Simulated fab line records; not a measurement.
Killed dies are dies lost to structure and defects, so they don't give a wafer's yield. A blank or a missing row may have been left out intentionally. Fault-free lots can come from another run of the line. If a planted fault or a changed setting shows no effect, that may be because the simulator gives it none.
Chamber matching	flow n5-finfet	N5_ILD0_LINER_00 on ald-sin-04: 4 sister chambers
The step material SiNx, target thk 4 nm, pulse time 1 s, purge time 2 s. 16 wafers are shown with their chamber, then 8 later ones without.

## EACH WAFER AND ITS CHAMBER
wafer	chamber	heater-power-w (W)	susceptor-temp-C (C)	precursor-pulse-height-rel
L079.1	0	749	399.47	1.008
L079.4	2	984	400.24	1.046
L079.6	0	760	399.82	1.030
L080.1	2	962	400.04	0.988
L080.4	3	887	400.02	1.010
L080.6	0	754	400.05	0.984
L082.3	1	778	399.86	1.028
L082.4	3	892	399.88	1.024
L082.6	0	763	399.94	1.045
L085.2	2	1000	400.06	0.998
L085.3	1	790	399.72	0.965
L085.4	3	887	400.03	1.001
L090.3	0	761	399.89	0.981
L090.4	2	1000	399.99	0.993
L090.5	0	747	399.73	1.018
L094.1	1	821	399.84	1.017

SIGNATURES (averages over the wafers above)
reading	chamber 0	chamber 1	chamber 2	chamber 3	scatter within a chamber
heater-power-w	755.67	796.33	986.50	888.67	13.5
susceptor-temp-C	399.8167	399.8067	400.0825	399.9767	0.148
precursor-pulse-height-rel	1.01100	1.00333	1.00625	1.01167	0.0256
Rule: a wafer's distance from a chamber is the root of the sum, over the readings, of the square of ((its reading less the chamber's mean) divided by the reading's scatter). If the next closest chamber is less than 2 further off than the closest, the wafer can't be placed; otherwise it belongs to the closest. How the scatter is found: for the shown wafers, subtract from each reading the mean of its chamber, square and add these, divide the total by (wafers less chambers), then take the root.

## WAFERS WHOSE CHAMBER IS MISSING
wafer	heater-power-w (W)	susceptor-temp-C (C)	precursor-pulse-height-rel
L094.2	983	400.31	1.013
L094.5	771	400.02	1.010
L096.2	772	399.81	0.995
L096.4	880	400.13	1.014
L096.5	926	400.13	0.998
L097.2	759	400.27	1.036
L097.3	789	400.24	1.008
L097.6	970	399.97	0.983

## WHICH CHAMBER EACH WENT THROUGH
wafer	from the rows above	in truth
L094.2	2	2
L094.5	can't be placed: 0 or 1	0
L096.2	can't be placed: 0 or 1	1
L096.4	3	3
L096.5	can't be placed: 3 or 2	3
L097.2	can't be placed: 0 or 1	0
L097.3	can't be placed: 1 or 0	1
L097.6	2	2
Placed correctly: 3 of 8. Cannot be placed on the basis of these rows: 5; the candidates contain the true chamber in 5. 0 placed wrongly.
